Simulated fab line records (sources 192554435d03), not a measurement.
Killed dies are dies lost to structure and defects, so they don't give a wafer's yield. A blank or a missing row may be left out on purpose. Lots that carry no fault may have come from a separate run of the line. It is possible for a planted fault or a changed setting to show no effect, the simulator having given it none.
Which tool did it?    flow n5-finfet    9 lots, 27 wafers sampled, at 5 steps of a route of 1938

== WHAT THE GAUGES SHOWED, per wafer ==
N5_BEOL_M4_RC_MEAS_101.
lot   measured      on         IOFF_N_LONG (nA/um)
L603  day 10 15:06  prober-01  5.64e-05 5.75e-05 5.67e-05
L608  day 12 09:07  prober-02  0.0098165 0.0096194 0.0097402
L609  day 12 01:40  prober-01  0.010889 0.010742 0.011052
L617  day 14 04:21  prober-02  5.36e-05 5.29e-05 5.07e-05
L621  day 15 15:47  prober-01  5.72e-05 5.67e-05 5.59e-05
L622  day 15 12:39  prober-01  5.01e-05 5.08e-05 5.11e-05
L623  day 15 15:13  prober-02  5.82e-05 5.52e-05 5.72e-05
L624  day 17 18:43  prober-01  5.43e-05 5.42e-05 5.44e-05
L625  day 16 07:49  prober-02  5.74e-05 5.48e-05 5.61e-05

== WHAT TOOL EACH LOT RAN ON (gives the tool, then ch and the chambers of the sampled wafers, and finally the start) ==
lot   N5_DUMMY_REMOVAL_HM_STRIP_01       N5_HKMG_FIN_STRIP_57               N5_HKMG_FIN_WET_ETCH_77             N5_HKMG_FIN_PWFM_ALD_03
L603  rie-diel-06 ch 1,3, day 3 23:10    rie-diel-01 ch 0,2,3, day 4 01:02  wet-bench-06 ch 2,4,6, day 4 02:01  ald-metal-02 ch 1,2,3, day 4 03:13
L608  rie-diel-02 ch 1,2,3, day 5 09:08  rie-diel-04 ch 1,2,3, day 5 11:01  wet-bench-02 ch 3,5,7, day 5 11:59  ald-metal-02 ch 1,2,3, day 5 13:10
L609  rie-diel-06 ch 1,2,3, day 5 17:43  rie-diel-01 ch 0,2,3, day 5 19:46  wet-bench-06 ch 0,3,7, day 5 20:45  ald-metal-04 ch 1,3, day 5 21:56
L617  rie-diel-06 ch 0,1,3, day 7 08:07  rie-diel-04 ch 2,3, day 7 09:52    wet-bench-06 ch 3,4,5, day 7 10:50  ald-metal-02 ch 0,1, day 7 12:01
L621  rie-diel-06 ch 2,3, day 8 11:41    rie-diel-01 ch 2,3, day 8 13:41    wet-bench-02 ch 0,2,3, day 8 14:49  ald-metal-03 ch 2,3, day 8 16:35
L622  rie-diel-06 ch 2,3, day 8 13:20    rie-diel-01 ch 1,2, day 8 15:19    wet-bench-06 ch 1,4,6, day 8 16:19  ald-metal-02 ch 0,1, day 8 17:40
L623  rie-diel-06 ch 0,1,3, day 9 02:08  rie-diel-01 ch 1,2,3, day 9 04:14  wet-bench-05 ch 4,5,6, day 9 05:13  ald-metal-04 ch 1,2,3, day 9 06:25
L624  rie-diel-06 ch 0,2,3, day 9 04:29  rie-diel-05 ch 1,2,3, day 9 06:22  wet-bench-06 ch 0,4,5, day 9 07:23  ald-metal-03 ch 1,2,3, day 9 08:40
L625  rie-diel-06 ch 0,1,3, day 9 08:58  rie-diel-05 ch 0,2,3, day 9 11:01  wet-bench-06 ch 3,4,5, day 9 12:00  ald-metal-02 ch 0,1,3, day 9 13:13
- N5_DUMMY_REMOVAL_HM_STRIP_01: strips SiNx in CH3F/O2, stops on poly-Si, target depth 4 nm, time 6.8 s.
- N5_HKMG_FIN_STRIP_57: strips in CF4.
- N5_HKMG_FIN_WET_ETCH_77: etches La2O3 in dHCl, stops on HfO2, target depth 2 nm.
- N5_HKMG_FIN_PWFM_ALD_03: deposits TiN, target thk 2 nm, pulse time 1 s, purge time 3 s.

== THE ANSWER, worked out from the rows above alone ==
Rule: what is usual is taken from the lots themselves. The widest of any qualifying gaps counts: lots, ordered by their means at a reading, are off when they make up no more than a third of the lots, leave a main group of 4 or more, and stand apart from it by 3 or more times the standard deviation of that group's means. Not used: any main group whose means are identical at the precision the tables above print for the reading. Also off: a lot with no number at a reading for which 4 or more lots have one. Where the step has rows for the other lots, those lots are counted as sound.
Off: at N5_BEOL_M4_RC_MEAS_101 (IOFF_N_LONG), L608, L609. Main group: mean 5.48e-05 nA/um, sd 2.3e-06.
If a tool, at a process step before that reading, ran all the lots that are off and no sound lot after the first of them, it fits. Those tools and the gauges at N5_BEOL_M4_RC_MEAS_101 are tried in the same way. Not one of the candidates tried fits.

== WHAT WAS PUT IN BY THE SIMULATOR ==
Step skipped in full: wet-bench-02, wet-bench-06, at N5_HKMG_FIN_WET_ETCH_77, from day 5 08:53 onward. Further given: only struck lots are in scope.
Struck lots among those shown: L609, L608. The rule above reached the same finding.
